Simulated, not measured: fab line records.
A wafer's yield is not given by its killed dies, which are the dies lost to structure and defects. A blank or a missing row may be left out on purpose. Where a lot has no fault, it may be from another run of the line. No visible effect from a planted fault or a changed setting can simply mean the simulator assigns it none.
Split-lot experiment + flow n5-finfet + route with 1938 steps; 5 lots, 23 wafers read

SPLIT DETAILS
At N5_BEOL_M11_COAT_60 (time 60 s, resist thk 30 nm), the setting spin-rpm was moved away from the recipe's 1500 rpm on 8 of the 23 wafers read, by -9.9% to +7.1%. For the rest of the wafers, this setting stayed at what the recipe calls for.

FROM THE SPLIT TO THE READING: what the file shows between them, 5 steps
- N5_BEOL_M11_EXPOSE_08: exposes mask M11 (also split here: dose-mj)
- N5_BEOL_M11_PEB_09: peb time 60 s
- N5_BEOL_M11_DEVELOP_10: develop time 30 s
- N5_BEOL_M11_CD_MEAS_11: target cd 64.1 nm
- N5_BEOL_M11_DESCUM_16: chemistry O2, time 7.9 s

THE READING
CAR-ArF_of_BEOL_M11_COAT_05.thk-nm (the simulator's own value, which no gauge read), in nm, at N5_BEOL_M11_ETCH_61 (etches SiARC in CF4, target depth 39 nm, time 65 s). The file gives no usual value for it. Across the 15 wafers here that went through the recipe, the average is 55.5 nm and the standard deviation 0.24 nm.

| wafer  | tool, chamber at the split | spin-rpm as run, rpm | against the recipe | CAR-ArF_of_BEOL_M11_COAT_05.thk-nm, nm | against lot-mates on the recipe |
|--------|----------------------------|----------------------|--------------------|----------------------------------------|---------------------------------|
| L079.1 | litho-track-05, 0          | 1607                 | +7.1%              | 56.2                                   | +1.0                            |
| L079.2 | litho-track-05, 0          | 1607                 | +7.1%              | 56.4                                   | +1.2                            |
| L079.4 | litho-track-05, 0          | 1500                 | recipe             | 55.2                                   | -                               |
| L079.5 | litho-track-05, 0          | 1500                 | recipe             | 55.2                                   | -                               |
| L079.6 | litho-track-05, 0          | 1500                 | recipe             | 55.2                                   | -                               |
| L078.2 | litho-track-03, 0          | 1500                 | recipe             | 55.6                                   | -                               |
| L078.3 | litho-track-03, 0          | 1354                 | -9.7%              | 54                                     | -1.5                            |
| L078.4 | litho-track-03, 0          | 1500                 | recipe             | 55.4                                   | -                               |
| L078.5 | litho-track-03, 0          | 1354                 | -9.7%              | 54                                     | -1.5                            |
| L078.6 | litho-track-03, 0          | 1354                 | -9.7%              | 54                                     | -1.5                            |
| L080.1 | litho-track-03, 0          | 1352                 | -9.9%              | 54.2                                   | -1.3                            |
| L080.2 | litho-track-03, 0          | 1500                 | recipe             | 55.4                                   | -                               |
| L080.3 | litho-track-03, 0          | 1500                 | recipe             | 55.6                                   | -                               |
| L080.4 | litho-track-03, 0          | 1352                 | -9.9%              | 54                                     | -1.5                            |
| L080.5 | litho-track-03, 0          | 1352                 | -9.9%              | 54.4                                   | -1.1                            |
| L082.1 | litho-track-05, 0          | 1500                 | recipe             | 55.4                                   | -                               |
| L082.4 | litho-track-05, 0          | 1500                 | recipe             | 55.6                                   | -                               |
| L082.6 | litho-track-05, 0          | 1500                 | recipe             | 55.4                                   | -                               |
| L091.2 | litho-track-05, 0          | 1500                 | recipe             | 55.8                                   | -                               |
| L091.3 | litho-track-05, 0          | 1500                 | recipe             | 56                                     | -                               |
| L091.4 | litho-track-05, 0          | 1500                 | recipe             | 55.8                                   | -                               |
| L091.5 | litho-track-05, 0          | 1500                 | recipe             | 55.8                                   | -                               |
| L091.6 | litho-track-05, 0          | 1500                 | recipe             | 55.4                                   | -                               |

THE FIT
A straight line over all 23 wafers: CAR-ArF_of_BEOL_M11_COAT_05.thk-nm changes by +0.137 nm for each +1% of spin-rpm; r = +0.95; the points scatter about the line by 0.23 nm.
The same after taking each lot's own level away (the mean of its wafers on the recipe; 23 wafers): +0.145 nm for each +1%; r = +0.98; scatter 0.14 nm.
That fit puts the effect of the largest move of spin-rpm on the reading at 1.4 nm.
The lots' own levels span 55.20 to 55.76 nm, that is 2.3 times the standard deviation above.
Consequently the slope shifts little with the lot-to-lot level, the two slopes agreeing.
Check: for one of the wafers moved furthest among these (-9.9%), held out of the fit, the line's prediction against its lot-mates is -1.44 nm. Against them it came out at -1.3 nm.

FURTHER SPLITS ON THESE WAFERS
Note: prior to the reading, these wafers also went through further splits. Each is held against what the fit with the lots' levels taken away leaves over:
| other split on the same wafers | wafers away from the commonest value | r with CAR-ArF_of_BEOL_M11_COAT_05.thk-nm (lot level and that fit taken away) |
|--------------------------------|--------------------------------------|-------------------------------------------------------------------------------|
| N5_BEOL_M8_DESCUM_16 time-s    | 9                                    | +0.21                                                                         |
| N5_BEOL_M10_ILD_DEP_00 time-s  | 8                                    | +0.33                                                                         |
| N5_BEOL_M10_COAT_59 spin-rpm   | 11                                   | +0.15                                                                         |
| N5_BEOL_M11_EXPOSE_08 dose-mj  | 7                                    | +0.08                                                                         |

THE WHOLE CHAIN: every reading that the file lists as answering this split, in the file's order
| step                | what it does                                       | reading                                                                             | change (the file's fit)               | r (the file's) |
|---------------------|----------------------------------------------------|-------------------------------------------------------------------------------------|---------------------------------------|----------------|
| N5_BEOL_M11_COAT_60 | time 60 s, resist thk 30 nm                        | SiARC_of_BEOL_M11_COAT_60.thk-nm (the simulator's own value, which no gauge read)   | -0.152 nm for each +1% of the setting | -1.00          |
| N5_BEOL_M11_ETCH_61 | etches SiARC in CF4, target depth 39 nm, time 65 s | etch.depth-nm (the simulator's own value, which no gauge read)                      | -0.154 nm for each +1% of the setting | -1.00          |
| N5_BEOL_M11_ETCH_61 | etches SiARC in CF4, target depth 39 nm, time 65 s | CAR-ArF_of_BEOL_M11_COAT_05.thk-nm (the simulator's own value, which no gauge read) | +0.145 nm for each +1% of the setting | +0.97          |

THE FILE'S OWN FIT
CAR-ArF_of_BEOL_M11_COAT_05.thk-nm changes by +0.145 nm for each +1% of spin-rpm, r = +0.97.
